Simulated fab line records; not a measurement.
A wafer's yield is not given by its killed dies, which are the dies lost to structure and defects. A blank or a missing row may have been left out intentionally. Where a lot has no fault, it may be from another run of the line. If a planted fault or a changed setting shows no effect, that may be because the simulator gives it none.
fab line records    flow nandHarc
[record] lots = 7  wafers = 20  lastDay = 25
route steps=1159 shown A_STAIRCASE@686 END@1159
lots that met no fault: taken from a fault-free run of the same line
startH: hours from the record's opening day to when the first of the lot's shown wafers began    waitH: hours since the lot's step before    " the same as in the row above    L1.1+2: one row covering several wafers at once    - value missing, or start not given    * or withheld: withheld    < > ~ a bound
route shown NAME@n: names a module that has steps shown in the file, with the first one's number in the route    usual: mean/standard deviation of fault-free wafers    same: alike in all rows    chamber/n: place in a boat    sites: readings site by site    _std_site: standard deviation across them    _edge_site: outer sites' mean less inner sites'    radiusMm: for every site, how far away it sits from the centre of the wafer    mask NAME#n: copy n    behind: tool/chamber where the wafer was last shaped    hold: reason for holding the lot/hours on hold/outcome of the hold    device: transistor that didn't switch, given as n, p or np    end of line: tests of these same wafers at the route's end    a step with no rows: only its recipe    killed: dies lost to structure and defects at the first sort, not the wafer's yield    map: per-die view of a wafer (x killed, . not killed, _ where there is no die)
set.NAME: the setting that was run; set.NAME@STEP: the one run at that earlier step    model.NAME: the simulator's own value behind a step, which no gauge read
lots at selected steps of the route; one table per step, one row per wafer
services: a tool's chamber out of use, with start hour (startH, from the record's first day; less than 0 if before it), hours out, and reason
[[steps]]
[step NHARC_A_STAIRCASE_HARDBAKE_311]
[recipe] tempC = 120  timeS = 140
[step NHARC_A_STAIRCASE_DESCUM_312]
[recipe] timeS = 3  o2FlowSccm = 200  arFlowSccm = 0  biasPowerW = 0  chemistry = O2
[step NHARC_A_STAIRCASE_ETCH_313]
[recipe] cf4FlowSccm = 100  chf3FlowSccm = 30  arFlowSccm = 0  rfW = 500  biasW = 200  chemistry = CF4/CHF3
[usual] drypumpMotorCurrentA = 5.9/0.39  oesProductAu = 0.933/0.019  rfVppV = 369.9/2.3  showerheadPlenumPTorr = 1.55/0.068  throttleValvePct = 16.803/0.01
lot.wafer  tool        chamber  startH  waitH  drypumpMotorCurrentA  oesProductAu  rfHoursCounterH  rfVppV  showerheadPlenumPTorr  throttleValvePct
L918.4     rieDiel-01  1        258.71  0.1    5.6                   0.921         45               368.3   1.48                   16.816
L918.2     "           2        "       "      5.8                   0.918         40               368.5   1.49                   16.805
L918.5     "           0        "       "      5.8                   0.912         -                369.5   1.55                   16.806
L922.3     rieDiel-01  0        285.30  0.1    5.8                   0.941         51               369.1   1.55                   16.804
L922.2     "           1        "       "      5.6                   0.932         53               367.0   1.48                   16.811
L922.5     "           3        "       "      6.1                   0.947         -                370.8   1.58                   16.811
L927.3     rieDiel-13  0        321.91  0.1    5.6                   0.925         15               370.6   1.59                   16.826
L927.5     "           0        "       "      5.6                   0.936         -                372.3   1.59                   16.797
L929.1     rieDiel-13  3        327.16  0.1    5.4                   0.935         22               367.8   1.46                   16.786
L929.2     "           1        "       "      5.3                   0.962         19               370.1   1.49                   16.813
L929.6     "           2        "       "      6.5                   0.944         -                373.6   1.69                   16.810
L928.2     rieDiel-01  2        329.82  0.1    5.8                   0.941         2                367.2   1.49                   16.804
L928.4     "           3        "       "      6.0                   0.965         2                369.8   1.58                   16.807
L928.1     "           1        "       "      5.6                   0.946         2                367.8   1.48                   16.796
L935.2     rieDiel-01  3        360.00  0.1    6.0                   0.921         12               371.5   1.58                   16.806
L935.5     "           1        "       "      5.6                   0.933         -                368.5   1.48                   16.798
L935.6     "           2        "       "      5.8                   0.940         -                367.0   1.49                   16.794
L940.1     rieDiel-13  2        391.22  0.1    6.5                   0.923         45               373.5   1.69                   16.799
L940.3     "           3        "       "      5.4                   0.913         45               366.2   1.46                   16.794
L940.6     "           0        "       "      5.6                   0.943         -                371.7   1.59                   16.799
[step NHARC_A_STAIRCASE_HM_OPEN_463]
[recipe] o2FlowSccm = 400  cosFlowSccm = 20  arFlowSccm = 0  rfW = 500  biasW = 300  chemistry = O2/COS
[usual] drypumpMotorCurrentA = 5.9/0.4  oesProductAu = 0.999/0.0091  rfVppV = 466/3  showerheadPlenumPTorr = 3.08/0.14  throttleValvePct = 28.330/0.0089
lot.wafer  tool        chamber  startH  waitH  drypumpMotorCurrentA  oesProductAu  rfHoursCounterH  rfVppV  showerheadPlenumPTorr  throttleValvePct
L918.2     rieDiel-01  3        -       -      6.0                   1.003         47               467     3.14                   28.316
L918.4     "           2        "       "      5.8                   0.996         40               464     2.96                   28.318
L918.5     "           0        "       "      5.8                   0.992         -                466     3.07                   28.328
L922.3     rieDiel-01  3        -       -      6.0                   0.990         55               467     3.14                   28.333
L922.2     "           1        "       "      5.6                   0.994         53               462     2.94                   28.334
L922.5     "           3        "       "      6.0                   0.990         -                468     3.14                   28.321
L927.3     rieDiel-13  0        -       -      5.7                   1.000         15               467     3.16                   28.338
L927.5     "           1        "       "      5.3                   1.005         -                464     2.96                   28.331
L929.2     rieDiel-13  0        -       -      5.7                   1.010         18               468     3.16                   28.335
L929.1     "           1        "       "      5.3                   0.992         19               464     2.96                   28.334
L929.6     "           3        "       "      5.4                   0.988         -                463     2.90                   28.343
L928.1     rieDiel-01  3        -       -      6.0                   0.998         2                468     3.13                   28.342
L928.4     "           1        "       "      5.6                   1.003         2                463     2.93                   28.323
L928.2     "           2        "       "      5.8                   1.007         2                464     2.95                   28.337
L935.2     rieDiel-01  1        -       -      5.6                   1.002         11               465     2.93                   28.336
L935.5     "           3        "       "      6.0                   0.997         -                468     3.13                   28.340
L935.6     "           0        "       "      5.8                   1.017         -                466     3.06                   28.346
L940.1     rieDiel-13  3        -       -      5.4                   0.997         45               462     2.89                   28.337
L940.3     "           1        "       "      5.3                   1.006         44               464     2.95                   28.323
L940.6     "           0        "       "      5.6                   1.012         -                468     3.15                   28.322
[step NHARC_A_STAIRCASE_STRIP_464]
[recipe] o2FlowSccm = 400  cosFlowSccm = 20  arFlowSccm = 0  biasW = 0  chemistry = O2/COS
[step NHARC_A_STAIRCASE_ETCH_453]
[recipe] targetDepthA = 300  overetchA = 30  timeS = 16.5  ionEnergyEv = 100  cf4FlowSccm = 80  o2FlowSccm = 20  arFlowSccm = 0  rfW = 300  biasW = 100  chemistry = CF4/O2
[usual] drypumpMotorCurrentA = 5.9/0.39  oesProductAu = 0.998/0.0082  rfVppV = 197.4/1.5  showerheadPlenumPTorr = 1.32/0.061  throttleValvePct = 13.397/0.0099
lot.wafer  tool        chamber  startH  waitH  drypumpMotorCurrentA  oesProductAu  rfHoursCounterH  rfVppV  showerheadPlenumPTorr  throttleValvePct
L918.4     rieDiel-01  2        -       -      5.8                   0.993         40               196.4   1.26                   13.399
L918.2     "           0        "       "      5.8                   0.990         44               197.0   1.31                   13.397
L918.5     "           1        "       "      5.6                   0.994         -                196.8   1.26                   13.398
L922.3     rieDiel-01  2        -       -      5.7                   1.012         48               195.9   1.26                   13.395
L922.2     "           0        "       "      5.8                   0.995         51               197.6   1.31                   13.406
L922.5     "           3        "       "      6.0                   0.989         -                199.4   1.34                   13.403
L927.3     rieDiel-13  3        -       -      5.4                   0.991         18               195.7   1.24                   13.406
L927.5     "           1        "       "      5.3                   1.010         -                196.7   1.26                   13.399
L929.2     rieDiel-13  3        -       -      5.4                   0.987         22               197.1   1.24                   13.393
L929.1     "           0        "       "      5.6                   0.992         18               197.3   1.35                   13.398
L929.6     "           2        "       "      6.5                   0.993         -                200.6   1.44                   13.392
L928.1     rieDiel-01  0        -       -      5.8                   1.008         2                197.0   1.31                   13.403
L928.4     "           1        "       "      5.6                   0.999         2                195.3   1.25                   13.369
L928.2     "           2        "       "      5.8                   1.002         2                196.9   1.26                   13.387
L935.2     rieDiel-01  1        -       -      5.6                   1.008         11               196.5   1.25                   13.371
L935.6     "           1        "       "      5.6                   1.006         -                196.7   1.25                   13.388
L935.5     "           2        "       "      5.8                   1.006         -                196.7   1.26                   13.388
L940.3     rieDiel-13  2        -       -      6.5                   1.013         45               200.3   1.44                   13.399
L940.1     "           0        "       "      5.6                   1.008         42               199.1   1.35                   13.392
L940.6     "           2        "       "      6.5                   1.002         -                200.0   1.44                   13.404
[step NHARC_A_STAIRCASE_ETCH_315]
[recipe] targetDepthA = 25000  timeS = 607.1  ionEnergyEv = 800  c4f8FlowSccm = 80  o2FlowSccm = 60  arFlowSccm = withheld  rfW = 600  biasW = 3000  chemistry = C4F8/O2/Ar
[step NHARC_A_STAIRCASE_STRIP_316]
[recipe] o2FlowSccm = 500  arFlowSccm = 0  biasW = 0  chemistry = O2
[usual] drypumpMotorCurrentA = 6.0/0.4  oesProductAu = 0.997/0.0084  rfVppV = 57.8/0.88  showerheadPlenumPTorr = 3.48/0.16  throttleValvePct = 17.037/0.0088
lot.wafer  tool        chamber  startH  waitH  drypumpMotorCurrentA  oesProductAu  rfHoursCounterH  rfVppV  showerheadPlenumPTorr  throttleValvePct
L918.4     rieDiel-01  1        -       -      5.6                   0.996         45               57.2    3.33                   17.040
L918.2     "           2        "       "      5.8                   0.997         40               57.4    3.35                   17.043
L918.5     "           2        "       "      5.8                   0.987         -                58.2    3.35                   17.034
L922.3     rieDiel-01  2        -       -      5.8                   0.996         50               57.5    3.34                   17.029
L922.2     "           0        "       "      5.7                   0.993         53               57.2    3.47                   17.018
L922.5     "           1        "       "      5.6                   0.995         -                58.5    3.32                   17.055
L927.3     rieDiel-13  2        -       -      6.5                   0.986         17               57.2    3.80                   17.044
L927.5     "           3        "       "      5.4                   0.990         -                59.5    3.28                   17.026
L929.1     rieDiel-13  2        -       -      6.5                   1.001         21               58.1    3.80                   17.036
L929.2     "           3        "       "      5.4                   0.993         22               57.1    3.28                   17.048
L929.6     "           3        "       "      5.4                   0.987         -                56.5    3.28                   17.030
L928.1     rieDiel-01  3        -       -      6.0                   0.991         3                56.6    3.54                   17.042
L928.4     "           0        "       "      5.7                   1.009         3                56.7    3.46                   17.029
L928.2     "           2        "       "      5.8                   1.002         3                56.8    3.34                   17.044
L935.2     rieDiel-01  2        -       -      5.8                   1.021         13               56.2    3.33                   17.025
L935.5     "           1        "       "      5.6                   1.004         -                57.1    3.31                   17.024
L935.6     "           2        "       "      5.8                   1.006         -                57.2    3.33                   17.034
L940.1     rieDiel-13  1        -       -      5.4                   0.991         44               58.2    3.33                   17.042
L940.3     "           2        "       "      6.6                   0.992         45               58.2    3.78                   17.030
L940.6     "           0        "       "      5.6                   1.003         -                57.3    3.55                   17.026
[step NHARC_A_STAIRCASE_STRIP_317]
[recipe] timeS = 900  tempC = 130  chemistry = SPM
[step NHARC_A_STAIRCASE_PRECLEAN_318]
[recipe] timeS = *  tempC = 50  bathAgeMin = 0  chemistry = SC1
[step NHARC_A_STAIRCASE_SRD_329]
[step NHARC_A_STAIRCASE_ALD_415]
[recipe] targetThkA = 300  pulseTimeS = 6  aldCycles = 300  tempC = 300  material = SiO2
[usual] aldCycles = 300/0  heaterPowerW = 456/28  precursorPulseHeightRel = 1.000/0.02  susceptorTempC = 299.99/0.2
lot.wafer  tool      chamber  startH  waitH  aldCycles  heaterPowerW  precursorPulseHeightRel  susceptorTempC
L918.4     aldHk-04  0        260.95  0.5    300        477           0.974                    300.17
L918.2     "         1        "       "      300        426           0.971                    300.11
L918.5     "         2        "       "      300        415           1.020                    300.31
L922.2     aldHk-04  0        288.49  0.1    300        479           0.991                    299.79
L922.3     "         2        "       "      300        410           1.021                    300.05
L922.5     "         1        "       "      300        431           1.054                    299.95
L927.3     aldHk-04  0        324.79  0.8    300        481           1.003                    300.21
L927.5     "         1        "       "      368        425           0.990                    300.08
L929.2     aldHk-04  2        329.08  0.1    300        422           0.975                    300.07
L929.1     "         3        "       "      368        466           0.986                    299.93
L929.6     "         2        "       "      300        414           0.955                    299.89
L928.2     aldHk-04  2        331.65  0.1    300        423           0.972                    299.86
L928.1     "         3        "       "      368        466           1.037                    300.21
L928.4     "         0        "       "      300        481           0.995                    300.29
L935.2     aldHk-01  1        362.00  0.3    300        497           1.036                    300.06
L935.5     "         0        "       "      300        401           1.021                    300.27
L935.6     "         1        "       "      300        505           1.011                    299.75
L940.3     aldHk-02  2        393.05  0.1    300        480           1.012                    299.78
L940.1     "         0        "       "      300        505           0.972                    299.99
L940.6     "         2        "       "      300        453           0.989                    299.95
[step NHARC_A_STAIRCASE_ETCHBACK_416]
[recipe] targetDepthA = 360  timeS = 7.2  c4f8FlowSccm = withheld  o2FlowSccm = 8  arFlowSccm = withheld  rfW = 600  biasW = 800  chemistry = C4F8/O2/Ar
[usual] oesProductAu = 0.94/0.032  rfVppV = 721/4.6
lot.wafer  tool        chamber  startH  waitH  oesProductAu  rfHoursCounterH  rfVppV
L918.2     rieDiel-13  1        -       -      0.92          55               721
L918.4     "           3        "       "      0.92          55               714
L918.5     "           0        "       "      0.91          -                726
L922.3     rieDiel-01  2        -       -      0.92          51               717
L922.2     "           3        "       "      0.91          58               723
L922.5     "           1        "       "      0.92          -                717
L927.3     rieDiel-01  3        -       -      1.01          0                725
L927.5     "           1        "       "      1.00          -                716
L929.1     rieDiel-13  3        -       -      0.93          23               717
L929.2     "           0        "       "      0.94          19               725
L929.6     "           3        "       "      0.92          -                714
L928.4     rieDiel-01  0        -       -      0.93          3                721
L928.1     "           1        "       "      0.94          3                717
L928.2     "           2        "       "      0.93          4                717
L935.2     rieDiel-01  0        -       -      0.93          13               720
L935.5     "           0        "       "      0.93          -                721
L935.6     "           1        "       "      0.92          -                715
L940.1     rieDiel-06  3        -       -      0.93          46               715
L940.3     "           0        "       "      0.92          56               724
L940.6     "           2        "       "      0.91          -                725
[step NHARC_END_SORT_01]
[recipe] tempC = 25
[usual] killedAtArray = 26/11  killedAtOther = 0.4/0.78  killedAtPeriphery = 3.4/2.4  killedDies = 29/11  killedOpen = 3.1/1.9  killedShort = 1.9/1.4
[same] grossDies = 677
lot.wafer  tool       chamber  startH  waitH  killedAtArray  killedAtOther  killedAtPeriphery  killedDies  killedOpen  killedShort
L929.1     prober-01  0        536.59  2.5    663            0              1                  664         5           4
L928.1     prober-01  0        552.26  2.5    666            0              2                  668         3           2
// killed by level:class
L929.1 A_STAIRCASE:areaAld=640 A_SLIT:chamberFilmFlake=8 A_CONTACT:chamberFilmFlake=5 P_M0:geometricParticle:open=1 A_ONON_D1:geometricParticle:open=1 A_CHANNEL_FILL_D1:geometricParticle:open=1 A_CHANNEL_FILL_D1:geometricParticle:short=1 A_WL_FILL:geometricParticle:short=1
L928.1 A_STAIRCASE:areaAld=641 A_CHANNEL_HOLE_D1:chamberFilmFlake=13 A_STAIRCASE:chamberFilmFlake=6 A_ONON_D1:geometricParticle:short=2 A_ONON_D1:geometricParticle:open=1 A_WL_FILL:geometricParticle:open=1 A_CONTACT:geometricParticle:open=1 P_ZERO_WELL:chamberFilmFlake=1
// map L928.1 (x killed, . not)
____________x____________
_________xxx.xxx_________
_______xxxxxxxxxxx_______
______xxxxxxxxxxxxx______
_____xxxxxxxxxxxxxxx_____
____xxxxxxxxxxxxxxxxx____
____xxxxxxxxxxxxxxxxx____
___xxxxxxxxxxxxxxxxxxx___
___x.xxxxxxxxx.xxxxxxx___
__xxx.xxxxxxxxxxxxxxxxx__
__xxxxxxxxxxxxxxxxxxxxx__
_xxxxxxxxxxxxxxxxxxxxxxx_
_xxxxxxxxxxxxxxxxxxxxxxx_
_xxxxxxxxxxxxxxxxxxxxxxx_
_xxxxxxxxxxxxxxxxxxxxxxx_
_xxxxxxxxxxxxxxxxxxxxxxx_
xxxxxxxxxxxxxxxxxxxxxxxxx
xxxxxxxxxxxxxxxxxxxxxxxxx
xxxxxxxxxxxxxxxxxxxxxxxxx
xxxxxxxxxxxxxxxxxxxxxxxxx
xxx.xxxxxxxxxxxxxxxxxxxxx
_.xxxxxxxxx.xxxxxxxxxxxx_
_xxxxxxxxxxxxxxxxxxxxxxx_
_xxxxxxxxxxxxxxxxxxxxxxx_
_xxxxxxxxxxxxxxxxxxxxxxx_
_xxxxxxxxxxxxxxxxxxxxxxx_
__xxxxxx.xxxxxxxxxxxxxx__
__xxxxxxxxxxxxxxxxxxxxx__
___xxxxxxxxxxxxxxxxxxx___
___xxxxxxxxxxxxxxxxxxx___
____xxxxxxxxxxxxxxxxx____
____xxxxxxxxxxxxxxxxx____
_____xxxxxxxxxxxxxxx_____
______xxxxxxxxxxxxx______
_______xxxxxxx.xxx_______
_________xxxxxxx_________
____________x____________
// map L929.1 (x killed, . not)
____________x____________
_________x.xxxxx_________
_______x.xxxxxxxxx_______
______xxxx.xxxxxxxx______
_____xxxxxxxxxxxxxxx_____
____x.xxxxxxxxxxxxxxx____
____xxxxxxxxxxxxx.xxx____
___xxxxxxxxxxxxxxxxxxx___
___xxxxxxxxxxxxxxxxxxx___
__xxxxxxxxxxxxxxxxxxxxx__
__xxxxxxxxxxxxxxxxxxxxx__
_xxxxxxxxxxxxxxxxxxxxxxx_
_xxxxxxxxxxxxxxxxxxx.xxx_
_xxxxxxxxxxxxx.xxxxxxxxx_
_xxxxxxxxxxxxxxxxxxxxxxx_
_xxxxxxxxxxxxxxxxxxxxxxx_
xxxxxxxxxxxxxxxxxxxxxxxxx
xxxxxxxxxxxxxxxxxxxxxxxxx
xxxxxxxxxxxxxxxxxxxxxxxxx
xxxxx.xxxxxxxxxxxxxxxxxxx
xxxxxxxxxxxxxxxxxxxxxxxxx
_xxxxxxxxxxx.xxx.xxxxxxx_
_xxxxxxxxxxxxxxxxxxxxxxx_
_xxxxxxxxxxxxxxxxxxxxxxx_
_xxxxxxxxxxxxxxxxxxxxxxx_
_xxxxxxxxxxxxxxxxxxxxxxx_
__xxxxxxxxxxxxxxxxxxxxx__
__xx.xxxxxxxxxxxxxxxxxx__
___xxxxxxxxxxxxxxxxxxx___
___xxxxxxxxxxxxxxxxxxx___
____xxxxxxxxxxxxxxxxx____
____xxxxxxxxxxxxxxxxx____
_____xxxxxxx.xxxxxxx_____
______xxxxxxxxxxxxx______
_______.xxxxxxxxxx_______
_________xxxxxxx_________
____________x____________
[[services]]
tool        chamber  startH  hours  kind
rieDiel-06  -        241.27  9.0    pm
rieDiel-01  0        244.88  -      clean
rieDiel-01  1        244.88  -      clean
rieDiel-01  2        244.88  -      clean
rieDiel-01  3        244.88  -      clean
rieDiel-01  1        255.60  2.0    repair
rieDiel-01  0        260.84  5.2    repair
rieDiel-01  0        269.38  -      clean
rieDiel-01  1        269.38  -      clean
rieDiel-01  2        269.38  -      clean
rieDiel-01  3        269.38  -      clean
rieDiel-13  -        276.08  9.0    pm
rieDiel-01  0        293.91  -      clean
rieDiel-01  1        293.91  -      clean
rieDiel-01  2        293.91  -      clean
rieDiel-01  3        293.91  -      clean
rieDiel-06  -        296.99  3.5    repair
rieDiel-01  1        308.71  14.6   repair
rieDiel-13  2        309.80  3.9    repair
rieDiel-01  -        315.40  9.0    pm
aldHk-01    -        323.00  0.9    repair
rieDiel-01  1        333.90  6.0    repair
rieDiel-06  3        359.28  27.0   repair
aldHk-04    -        364.00  10.0   pm
[[key]]
[firstSign] step = NHARC_A_STAIRCASE_ALD_415  reading = aldCycles  direction = up  sigmas = 99+  usual = 300  struck = 368
[effect] step = NHARC_END_SORT_01  reading = killedAtArray  direction = up  sigmas = 60  usual = 26  struck = 664
[moreKillsBornAt] NHARC_A_STAIRCASE_ALD_415@aldHk-04 = 1281
metAt NHARC_A_STAIRCASE_ALD_415
struckWafers L927.5,L928.1,L929.1
laterRowsLeftOut L927.5,L928.1,L929.1
sortLeftOut L927.5
testerLeftOut L927,L928,L929
onsetBetween 288.49 324.79
[fault] kind = processParameterDrift  tool = aldHk-04  chamber = -  onsetH = 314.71  steps = NHARC_A_STAIRCASE_ALD_415  channel = aldCycles  offset = 68  shape = step  endH = 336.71  scope = struckWafersOnly  actsIn = theseRecipesOnly  stated = 300
// testerLeftOut: of these lots the tester's yield and bins aren't shown, on N5 and GAA mostly nor the transistor test; their killed dies are dies lost to structure and defects alone, not to doping, threshold or leakage, so they don't give the yield
// sortLeftOut: the simulated sort isn't trusted on such a fault, so these wafers' sort isn't shown, and their yield isn't known
// laterRowsLeftOut: the simulator's readings of these wafers behind a module that went badly wrong aren't trusted and aren't shown, but for the sort
